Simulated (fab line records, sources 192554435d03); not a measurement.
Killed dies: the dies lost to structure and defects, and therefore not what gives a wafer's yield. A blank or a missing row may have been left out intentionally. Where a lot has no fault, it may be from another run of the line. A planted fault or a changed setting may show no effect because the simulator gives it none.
Code-filled problem report in 8D (eight disciplines) form :: flow n5Finfet :: the parts of the form that need people (team, actions taken, sign-off) are left out

1. PROBLEM STATEMENT
spinSpeedRpm at N5_BEOL_M12_COAT_65 reads a mean of 1269.0 rpm on 6 wafers of 2 lots; wafers without a fault read 1499.9 rpm with a standard deviation of 0.93. So: -99 or more standard deviations from the usual mean.
The step: time 60 s, resist thk 300 nm.
The first sign was on wafer L110.2 at day 11 09:02, on lithoTrack-01. Wafers with a number at this step in the record: 33, from 11 lots. The rule behind "out" and "out of limits": a value lying over 4 standard deviations away from the usual mean. Any other wafer with a number is counted as sound.

2. WHAT IT IS; WHAT IT IS NOT
question: which readings at this step
is: spinSpeedRpm
is not: -

question: which lots
is: L110, L113
is not: L111, L112, L117, L119, L122, L124, L127, L128, L129

question: which wafers of those lots
is: all that have a number
is not: -

question: read on which tools
is: lithoTrack-01
is not: lithoTrack-02, lithoTrack-03

question: when
is: from day 11 09:02
is not: up to then (6 sound wafers); but 21 sound wafers of L117, L119, L122, L124, L127, L128, L129 came after

3. THE SUSPECTS, EACH WITH WHAT RULES IT OUT
Counting: a tool stays on the suspect list if, at a process step up to the reading, it processed all lots that are out and no sound lot following the first of them.
- lithoTrack-01 at N5_BEOL_M12_COAT_65 (time 60 s, resist thk 300 nm): kept. It processed each lot that is out, first L110 at day 11 09:02, and no sound lot thereafter; up to then, the last sound lot it processed was L112 at day 11 08:02. Its own spinSpeedRpm readings are out on those wafers.
After counting, what remains is lithoTrack-01 at N5_BEOL_M12_COAT_65.

4. THE CAUSE (what the simulator had put in)
Process parameters drifting: lithoTrack-01 at N5_BEOL_M12_COAT_65, beginning at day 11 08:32. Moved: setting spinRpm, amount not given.
The count eliminated every tool but this one.

5. SEQUENCE OF EFFECTS, ordered by route
One row per reading whose mean, taken over the struck wafers that have a number, lies over 3 standard deviations from the usual. Scope: only readings with a usual standard deviation given in the record; hours: median across lots of the time from each lot's start at the first step in this table that gives one to its start at this step; sigmas: change in usual standard deviations.
hours: 0
step: N5_BEOL_M12_COAT_65
reading: spinSpeedRpm
usual: 1499.9 rpm
on struck wafers: 1269.0
change: -230.9
sigmas: -99 or more
It contains these process steps:
- N5_BEOL_M12_COAT_65: time 60 s, resist thk 300 nm.

6. HOW IT WOULD HAVE BEEN CAUGHT EARLIER
0 hours passed between the start of the fault at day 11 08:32 and the first reading out of limits in this record, taken at day 11 09:02.
